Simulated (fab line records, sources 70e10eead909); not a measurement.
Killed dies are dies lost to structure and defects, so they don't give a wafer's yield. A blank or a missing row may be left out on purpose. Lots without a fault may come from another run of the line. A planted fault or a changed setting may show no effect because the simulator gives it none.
Which tool did it? | flow nand_harc | 7 lots, 21 wafers sampled, at 3 steps of a route of 1159

WHAT THE GAUGES READ, wafer by wafer
NHARC_A_ONON_D1_THK_MEAS_18: measures by ellipsometry.
lot  | measured     | on            | thk_nm (nm)
L119 | day 8 14:55  | film_metro-01 | 998 996 997
L121 | day 9 00:26  | film_metro-02 | 1014 1013 1012
L123 | day 9 00:24  | film_metro-01 | 1010 1011 1010
L126 | day 9 23:56  | film_metro-02 | 992 993 992
L127 | day 10 18:32 | film_metro-02 | 998 998 998
L132 | day 11 21:41 | film_metro-02 | 1002 1002 555
L137 | day 12 22:26 | film_metro-02 | 1008 1007 561

WHICH TOOL RAN EACH LOT (tool, then ch and the chambers of the sampled wafers, then the start)
lot  | NHARC_A_ZERO_WELL_RTA_16         | NHARC_A_ONON_D1_DEP_16
L119 | rtp_anneal-02 ch 0, day 7 06:22  | pecvd_onon-02 ch 0, day 8 14:28
L121 | rtp_anneal-02 ch 0, day 7 13:58  | pecvd_onon-02 ch 0, day 9 00:01
L123 | rtp_anneal-02 ch 0, day 7 19:34  | pecvd_onon-03 ch 0, day 8 23:54
L126 | rtp_anneal-01 ch 0, day 8 17:03  | pecvd_onon-02 ch 0, day 9 23:29
L127 | rtp_anneal-02 ch 0, day 9 07:32  | pecvd_onon-02 ch 0, day 10 18:02
L132 | rtp_anneal-01 ch 0, day 10 12:25 | pecvd_onon-02 ch 0, day 11 21:13
L137 | rtp_anneal-02 ch 0, day 11 13:54 | pecvd_onon-02 ch 0, day 12 21:55
- NHARC_A_ZERO_WELL_RTA_16: time 10 s.
- NHARC_A_ONON_D1_DEP_16: target thk 1000 nm.

THE ANSWER, worked out from the rows above alone
Rule: what is usual is taken from the lots themselves. Put in order of their means at a reading, lots are off if they are a third of the lots or fewer, leave a main group of 4 or more, and stand apart from it by a gap of 3 or more times the standard deviation of the main group's means; of several such gaps the widest counts. A main group whose means are all the same, to the digits that the tables above print for the reading, isn't used. A lot without any number at a reading at which 4 lots or more have one is off too. The other lots that the step has rows for count as sound.
Off: L132, L137, at NHARC_A_ONON_D1_THK_MEAS_18 (thk_nm). The main group: mean 1002 nm, standard deviation 8.1.
A tool fits if, at a process step before that reading, it ran every lot that is off, and no sound lot after the first of them. The gauges at NHARC_A_ONON_D1_THK_MEAS_18 are tried like those tools. Can't be told from this: 2 tools fit, pecvd_onon-02 at NHARC_A_ONON_D1_DEP_16, film_metro-02 at NHARC_A_ONON_D1_THK_MEAS_18.

WHAT THE SIMULATOR HAD PUT IN
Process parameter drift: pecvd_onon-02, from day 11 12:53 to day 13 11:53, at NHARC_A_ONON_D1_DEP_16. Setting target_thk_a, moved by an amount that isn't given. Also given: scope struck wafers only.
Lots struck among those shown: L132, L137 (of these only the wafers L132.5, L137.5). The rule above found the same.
